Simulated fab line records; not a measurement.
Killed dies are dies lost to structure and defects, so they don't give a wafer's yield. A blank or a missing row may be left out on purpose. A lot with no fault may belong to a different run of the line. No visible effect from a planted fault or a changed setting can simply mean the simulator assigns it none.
Which tool did it? || flow n5Finfet || 72 wafers from 24 lots sampled at 2 of the route's 1938 steps

WHAT THE GAUGES SHOWED, per wafer
N5_BEOL_M4_CD_MEAS_11 targets a cd of 16.79 nm.
{"lot": "L074", "measured": "day 7 11:40", "on": "cdSem-02", "cdNm (nm)": "16.89 17.13 16.81"}
{"lot": "L075", "measured": "day 7 15:02", "on": "cdSem-02", "cdNm (nm)": "16.82 16.94 16.90"}
{"lot": "L076", "measured": "day 7 21:45", "on": "cdSem-02", "cdNm (nm)": "16.79 16.83 16.80"}
{"lot": "L077", "measured": "day 7 22:29", "on": "cdSem-02", "cdNm (nm)": "16.91 16.71 16.82"}
{"lot": "L078", "measured": "day 8 08:40", "on": "cdSem-03", "cdNm (nm)": "16.95 16.92 17.00"}
{"lot": "L079", "measured": "day 8 14:46", "on": "cdSem-02", "cdNm (nm)": "17.30 16.84 17.22"}
{"lot": "L080", "measured": "day 9 01:51", "on": "cdSem-03", "cdNm (nm)": "16.95 16.52 16.68"}
{"lot": "L081", "measured": "day 9 02:28", "on": "cdSem-03", "cdNm (nm)": "16.95 16.66 16.74"}
{"lot": "L083", "measured": "day 9 10:35", "on": "cdSem-03", "cdNm (nm)": "16.43 17.30 17.23"}
{"lot": "L082", "measured": "day 9 13:26", "on": "cdSem-02", "cdNm (nm)": "17.16 17.13 16.65"}
{"lot": "L084", "measured": "day 9 20:03", "on": "cdSem-02", "cdNm (nm)": "16.82 16.51 16.84"}
{"lot": "L085", "measured": "day 10 01:20", "on": "cdSem-01", "cdNm (nm)": "16.62 17.14 16.80"}
{"lot": "L086", "measured": "day 10 14:11", "on": "cdSem-02", "cdNm (nm)": "16.88 16.99 16.70"}
{"lot": "L088", "measured": "day 10 20:41", "on": "cdSem-03", "cdNm (nm)": "16.84 16.89 16.87"}
{"lot": "L087", "measured": "day 10 21:20", "on": "cdSem-02", "cdNm (nm)": "16.21 16.58 16.72"}
{"lot": "L089", "measured": "day 11 07:07", "on": "cdSem-03", "cdNm (nm)": "16.44 16.83 16.94"}
{"lot": "L091", "measured": "day 11 12:14", "on": "cdSem-02", "cdNm (nm)": "17.08 16.43 17.05"}
{"lot": "L090", "measured": "day 11 17:57", "on": "cdSem-03", "cdNm (nm)": "16.84 16.68 16.79"}
{"lot": "L093", "measured": "day 12 03:53", "on": "cdSem-01", "cdNm (nm)": "16.52 16.75 16.92"}
{"lot": "L092", "measured": "day 12 08:49", "on": "cdSem-01", "cdNm (nm)": "16.13 16.77 16.75"}
{"lot": "L094", "measured": "day 12 11:37", "on": "cdSem-03", "cdNm (nm)": "16.79 17.05 16.70"}
{"lot": "L096", "measured": "day 12 20:55", "on": "cdSem-03", "cdNm (nm)": "16.42 16.86 17.18"}
{"lot": "L095", "measured": "day 12 21:20", "on": "cdSem-02", "cdNm (nm)": "17.07 16.99 16.85"}
{"lot": "L097", "measured": "day 13 02:42", "on": "cdSem-03", "cdNm (nm)": "16.69 16.73 16.92"}

WHICH TOOL RAN EACH LOT (tool, then ch and the chambers of the sampled wafers, then the start)
{"lot": "L074", "N5_BEOL_M3_ANNEAL_95": "pvdSputter-02, day 7 09:37"}
{"lot": "L075", "N5_BEOL_M3_ANNEAL_95": "pvdSputter-01, day 7 13:07"}
{"lot": "L076", "N5_BEOL_M3_ANNEAL_95": "pvdSputter-01, day 7 17:01"}
{"lot": "L077", "N5_BEOL_M3_ANNEAL_95": "pvdSputter-01, day 7 20:34"}
{"lot": "L078", "N5_BEOL_M3_ANNEAL_95": "pvdSputter-03, day 8 06:16"}
{"lot": "L079", "N5_BEOL_M3_ANNEAL_95": "pvdSputter-03, day 8 12:16"}
{"lot": "L080", "N5_BEOL_M3_ANNEAL_95": "pvdSputter-02, day 8 22:08"}
{"lot": "L081", "N5_BEOL_M3_ANNEAL_95": "pvdSputter-01, day 9 00:04"}
{"lot": "L083", "N5_BEOL_M3_ANNEAL_95": "pvdSputter-02, day 9 08:35"}
{"lot": "L082", "N5_BEOL_M3_ANNEAL_95": "pvdSputter-02, day 9 10:26"}
{"lot": "L084", "N5_BEOL_M3_ANNEAL_95": "pvdSputter-01, day 9 15:57"}
{"lot": "L085", "N5_BEOL_M3_ANNEAL_95": "pvdSputter-01, day 9 23:29"}
{"lot": "L086", "N5_BEOL_M3_ANNEAL_95": "pvdSputter-03, day 10 11:14"}
{"lot": "L088", "N5_BEOL_M3_ANNEAL_95": "pvdSputter-03, day 10 17:47"}
{"lot": "L087", "N5_BEOL_M3_ANNEAL_95": "pvdSputter-02, day 10 19:09"}
{"lot": "L089", "N5_BEOL_M3_ANNEAL_95": "pvdSputter-03, day 11 03:49"}
{"lot": "L091", "N5_BEOL_M3_ANNEAL_95": "pvdSputter-01, day 11 09:35"}
{"lot": "L090", "N5_BEOL_M3_ANNEAL_95": "pvdSputter-03, day 11 14:58"}
{"lot": "L093", "N5_BEOL_M3_ANNEAL_95": "pvdSputter-02, day 12 00:58"}
{"lot": "L092", "N5_BEOL_M3_ANNEAL_95": "pvdSputter-01, day 12 05:51"}
{"lot": "L094", "N5_BEOL_M3_ANNEAL_95": "pvdSputter-01, day 12 07:41"}
{"lot": "L096", "N5_BEOL_M3_ANNEAL_95": "pvdSputter-01, day 12 18:45"}
{"lot": "L095", "N5_BEOL_M3_ANNEAL_95": "pvdSputter-02, day 12 19:06"}
{"lot": "L097", "N5_BEOL_M3_ANNEAL_95": "pvdSputter-02, day 12 23:47"}
- N5_BEOL_M3_ANNEAL_95: time 240 s.

WHAT THE TOOLS THEMSELVES READ (means of the sampled wafers that have a number; where no wafer has one, the mark that the record gives instead)
N5_BEOL_M3_ANNEAL_95.
{"lot": "L074", "tool": "pvdSputter-02", "heaterPowerW (W)": 837, "susceptorTempC (C)": 400.01}
{"lot": "L075", "tool": "pvdSputter-01", "heaterPowerW (W)": 858, "susceptorTempC (C)": 400.03}
{"lot": "L076", "tool": "pvdSputter-01", "heaterPowerW (W)": 853, "susceptorTempC (C)": 399.97}
{"lot": "L077", "tool": "pvdSputter-01", "heaterPowerW (W)": 896, "susceptorTempC (C)": 399.99}
{"lot": "L078", "tool": "pvdSputter-03", "heaterPowerW (W)": 1037, "susceptorTempC (C)": 400.14}
{"lot": "L079", "tool": "pvdSputter-03", "heaterPowerW (W)": 958, "susceptorTempC (C)": 400.00}
{"lot": "L080", "tool": "pvdSputter-02", "heaterPowerW (W)": 800, "susceptorTempC (C)": 400.05}
{"lot": "L081", "tool": "pvdSputter-01", "heaterPowerW (W)": 884, "susceptorTempC (C)": 400.11}
{"lot": "L083", "tool": "pvdSputter-02", "heaterPowerW (W)": 820, "susceptorTempC (C)": 400.12}
{"lot": "L082", "tool": "pvdSputter-02", "heaterPowerW (W)": 793, "susceptorTempC (C)": 400.15}
{"lot": "L084", "tool": "pvdSputter-01", "heaterPowerW (W)": 846, "susceptorTempC (C)": 399.86}
{"lot": "L085", "tool": "pvdSputter-01", "heaterPowerW (W)": 884, "susceptorTempC (C)": 400.21}
{"lot": "L086", "tool": "pvdSputter-03", "heaterPowerW (W)": 943, "susceptorTempC (C)": 400.15}
{"lot": "L088", "tool": "pvdSputter-03", "heaterPowerW (W)": 1118, "susceptorTempC (C)": 399.87}
{"lot": "L087", "tool": "pvdSputter-02", "heaterPowerW (W)": 804, "susceptorTempC (C)": 399.83}
{"lot": "L089", "tool": "pvdSputter-03", "heaterPowerW (W)": 948, "susceptorTempC (C)": 399.96}
{"lot": "L091", "tool": "pvdSputter-01", "heaterPowerW (W)": 914, "susceptorTempC (C)": 399.88}
{"lot": "L090", "tool": "pvdSputter-03", "heaterPowerW (W)": 990, "susceptorTempC (C)": 400.09}
{"lot": "L093", "tool": "pvdSputter-02", "heaterPowerW (W)": 734, "susceptorTempC (C)": 399.97}
{"lot": "L092", "tool": "pvdSputter-01", "heaterPowerW (W)": 844, "susceptorTempC (C)": 400.15}
{"lot": "L094", "tool": "pvdSputter-01", "heaterPowerW (W)": 848, "susceptorTempC (C)": 399.99}
{"lot": "L096", "tool": "pvdSputter-01", "heaterPowerW (W)": 862, "susceptorTempC (C)": 400.04}
{"lot": "L095", "tool": "pvdSputter-02", "heaterPowerW (W)": 843, "susceptorTempC (C)": 400.06}
{"lot": "L097", "tool": "pvdSputter-02", "heaterPowerW (W)": 797, "susceptorTempC (C)": 400.17}

THE ANSWER, worked out from the rows above alone
Rule: usual is defined by the lots themselves. The widest of any qualifying gaps counts: lots, ordered by their means at a reading, are off when they make up no more than a third of the lots, leave a main group of 4 or more, and stand apart from it by 3 or more times the standard deviation of that group's means. Not used: any main group whose means are identical at the precision the tables above print for the reading. A lot without any number at a reading at which 4 lots or more have one is off too. Where the step has rows for the other lots, those lots are counted as sound. The gauges are gone through in route order, then the tools' own readings, and for those a lot's mean is taken as printed above. The first step at which some lot is off is used, and at that step the reading that is off furthest; a lot without a number counts as furthest.
Nothing can be told from this: no lot is off at any reading shown.

WHAT THE SIMULATOR HAD INSERTED
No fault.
